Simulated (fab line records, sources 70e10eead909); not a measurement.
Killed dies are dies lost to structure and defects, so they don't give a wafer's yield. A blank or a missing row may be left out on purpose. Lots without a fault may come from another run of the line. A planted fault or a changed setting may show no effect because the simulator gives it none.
Which tool did it? | flow nand_harc | 13 lots, 39 wafers sampled, at 5 steps of a route of 1302

WHAT THE GAUGES READ, wafer by wafer
NHARC_A_M1_OVL_MEAS_10: pitch 240 nm. Usual: overlay_x_nm -0.2 nm, standard deviation 0.79; overlay_y_nm 0.2 nm, standard deviation 0.81.
lot  | measured     | on         | overlay_x_nm (nm) | overlay_y_nm (nm) | flag
L539 | day 22 23:01 | overlay-02 | -1.3 -1.3 -1.6    | -0.6 0.1 0.0      |
L538 | day 23 00:07 | overlay-02 | -1.2 -0.9 -0.6    | -0.8 -0.8 0.0     |
L540 | day 24 05:38 | overlay-01 | 0.7 0.6 0.4       | 2.1 2.1 1.7       |
L542 | day 24 09:19 | overlay-01 | 0.2 0.6 0.2       | -0.1 0.4 0.4      |
L543 | day 25 01:32 | overlay-01 | -0.9 -0.4 -0.8    | 0.5 1.3 0.8       |
L544 | day 26 05:38 | overlay-01 | 1.1 0.7 0.9       | -0.9 -0.5 -0.4    |
L548 | day 28 16:14 | overlay-02 | -0.1 -0.8 -0.5    | 0.1 -0.5 -0.8     |
L551 | day 28 17:04 | overlay-01 | 0.1 0.1 0.2       | 0.9 1.3 1.0       |
L554 | day 29 14:30 | overlay-01 | 0.6 0.3 0.7       | 1.0 1.0 0.5       |
L556 | day 30 10:52 | overlay-02 | 0.9 0.6 1.0       | -0.8 -0.5 -0.5    |
L559 | day 31 18:38 | overlay-01 | -0.5 -0.2 -0.7    | -0.9 -1.1 -1.1    |
L560 | day 32 05:46 | overlay-02 | -0.4 0.1 -0.8     | 1.1 1.5 1.0       |
L561 | day 32 19:47 | overlay-02 | 1.0 0.8 1.3       | 0.1 0.6 0.4       |

NHARC_A_M1_INSPECT_27. Usual: raw_defect_count 552, standard deviation 120.
lot  | measured     | on                | raw_defect_count | flag
L539 | day 23 01:42 | defect_inspect-02 | 648 705 661      |
L538 | day 23 02:47 | defect_inspect-02 | 649 519 696      |
L540 | day 24 08:22 | defect_inspect-01 | 751 755 1002     |
L542 | day 24 12:07 | defect_inspect-02 | 650 655 724      |
L543 | day 25 04:20 | defect_inspect-01 | 641 527 532      |
L544 | day 26 08:26 | defect_inspect-02 | 385 366 496      |
L548 | day 28 18:53 | defect_inspect-01 | 454 460 636      |
L551 | day 28 20:07 | defect_inspect-02 | 434 341 594      |
L554 | day 29 17:13 | defect_inspect-01 | 517 563 667      |
L556 | day 30 13:36 | defect_inspect-02 | 603 481 577      |
L559 | day 31 21:19 | defect_inspect-02 | 528 442 594      |
L560 | day 32 08:26 | defect_inspect-01 | 526 561 608      |
L561 | day 32 22:28 | defect_inspect-01 | 497 494 410      |

NHARC_END_SORT_01. Usual: defect_limited_yield 91.0 %, standard deviation 2.8; killed_at_array 56, standard deviation 18; killed_at_other 1.4, standard deviation 1.5; killed_at_periphery 4, standard deviation 3.1; killed_dies 61, standard deviation 19; killed_open 3.5, standard deviation 1.8; killed_short 2.4, standard deviation 1.4.
lot  | measured     | on        | defect_limited_yield (%) | killed_at_array | killed_at_other | killed_at_periphery | killed_dies | killed_open | killed_short | flag
L544 | day 27 23:30 | prober-02 | 90.8                     | 52              | 1               | 9                   | 62          | 4           | 1            |

WHICH TOOL RAN EACH LOT (tool, then ch and the chambers of the sampled wafers, then the start)
lot  | NHARC_A_M1_ANNEAL_31             | NHARC_A_BONDPAD_DEP_00
L539 | rtp_anneal-01 ch 0, day 23 00:56 | pecvd-04 ch 1,2, day 23 02:29
L538 | rtp_anneal-02 ch 0, day 23 02:05 | pecvd-04 ch 0,1,2, day 23 03:32
L540 | rtp_anneal-01 ch 0, day 24 07:32 | pecvd-02 ch 0,1, day 24 09:24
L542 | rtp_anneal-01 ch 0, day 24 11:17 | pecvd-02 ch 0,1, day 24 12:59
L543 | rtp_anneal-01 ch 0, day 25 03:30 | pecvd-04 ch 0,2, day 25 05:03
L544 | rtp_anneal-02 ch 0, day 26 07:41 | pecvd-03 ch 0,1, day 26 09:08
L548 | rtp_anneal-01 ch 0, day 28 18:05 | pecvd-04 ch 1,2, day 28 19:35
L551 | rtp_anneal-02 ch 0, day 28 19:05 | pecvd-04 ch 0,1,2, day 28 20:49
L554 | rtp_anneal-02 ch 0, day 29 16:22 | pecvd-02 ch 0,1,2, day 29 18:06
L556 | rtp_anneal-02 ch 0, day 30 12:46 | pecvd-03 ch 1,2, day 30 14:21
L559 | rtp_anneal-02 ch 0, day 31 20:30 | pecvd-03 ch 1,2, day 31 22:01
L560 | rtp_anneal-01 ch 0, day 32 07:46 | pecvd-02 ch 0,1,2, day 32 09:16
L561 | rtp_anneal-02 ch 0, day 32 21:41 | pecvd-04 ch 0,2, day 32 23:12
- NHARC_A_M1_ANNEAL_31: time 90 s.
- NHARC_A_BONDPAD_DEP_00: deposits SiCN, target thk 250 nm.

WHAT THE TOOLS THEMSELVES READ (means of the sampled wafers that have a number; where no wafer has one, the mark that the record gives instead)
NHARC_A_M1_ANNEAL_31. Usual: anneal_temp_c_max 225.64, standard deviation 0.18; wafer_temp_C_max 226.12, standard deviation 0.29.
lot  | tool          | anneal_temp_c_max | wafer_temp_C_max | flag
L539 | rtp_anneal-01 | 225.70            | 226.31           |
L538 | rtp_anneal-02 | 225.62            | 226.29           |
L540 | rtp_anneal-01 | 225.60            | 225.99           |
L542 | rtp_anneal-01 | 225.54            | 226.19           |
L543 | rtp_anneal-01 | 225.49            | 226.11           |
L544 | rtp_anneal-02 | 225.49            | 226.42           |
L548 | rtp_anneal-01 | 225.43            | 226.00           |
L551 | rtp_anneal-02 | 225.88            | 226.22           |
L554 | rtp_anneal-02 | 225.66            | 226.45           |
L556 | rtp_anneal-02 | 225.60            | 226.26           |
L559 | rtp_anneal-02 | 225.68            | 226.35           |
L560 | rtp_anneal-01 | 225.60            | 226.13           |
L561 | rtp_anneal-02 | 225.78            | 226.03           |

NHARC_A_BONDPAD_DEP_00. Usual: heater_power_w 591 W, standard deviation 77; rf_fwd_power_W 448.8 W, standard deviation 1.3; showerhead_vpp_V 1323 V, standard deviation 65.
lot  | tool     | heater_power_w (W) | rf_fwd_power_W (W) | showerhead_vpp_V (V) | flag
L539 | pecvd-04 | 644                | 448.6              | 1389                 |
L538 | pecvd-04 | 643                | 447.2              | 1352                 |
L540 | pecvd-02 | 559                | 449.1              | 1320                 |
L542 | pecvd-02 | 516                | 448.4              | 1332                 |
L543 | pecvd-04 | 572                | 448.4              | 1370                 |
L544 | pecvd-03 | 659                | 448.4              | 1300                 |
L548 | pecvd-04 | 676                | 328.1              | 1138                 | OFF
L551 | pecvd-04 | 661                | 389.2              | 1260                 | OFF
L554 | pecvd-02 | 576                | 448.9              | 1270                 |
L556 | pecvd-03 | 646                | 449.7              | 1324                 |
L559 | pecvd-03 | 611                | 447.7              | 1342                 |
L560 | pecvd-02 | 540                | 448.2              | 1260                 |
L561 | pecvd-04 | 637                | 449.7              | 1396                 |

THE ANSWER, worked out from the rows above alone
Rule: a lot is off if the mean of its wafers that have a number lies more than 3 standard deviations from the usual mean. A lot without any number at a reading at which 4 lots or more have one is off too. The other lots that the step has rows for count as sound. The gauges are gone through in route order, then the tools' own readings, and for those a lot's mean is taken as printed above. The first step at which some lot is off is used, and at that step the reading that is off furthest; a lot without a number counts as furthest.
Off: L548, L551, at NHARC_A_BONDPAD_DEP_00 (rf_fwd_power_W).
A tool fits if, at that step or a process step before it, it ran every lot that is off, and no sound lot after the first of them. None of those tried fits.

WHAT THE SIMULATOR HAD PUT IN
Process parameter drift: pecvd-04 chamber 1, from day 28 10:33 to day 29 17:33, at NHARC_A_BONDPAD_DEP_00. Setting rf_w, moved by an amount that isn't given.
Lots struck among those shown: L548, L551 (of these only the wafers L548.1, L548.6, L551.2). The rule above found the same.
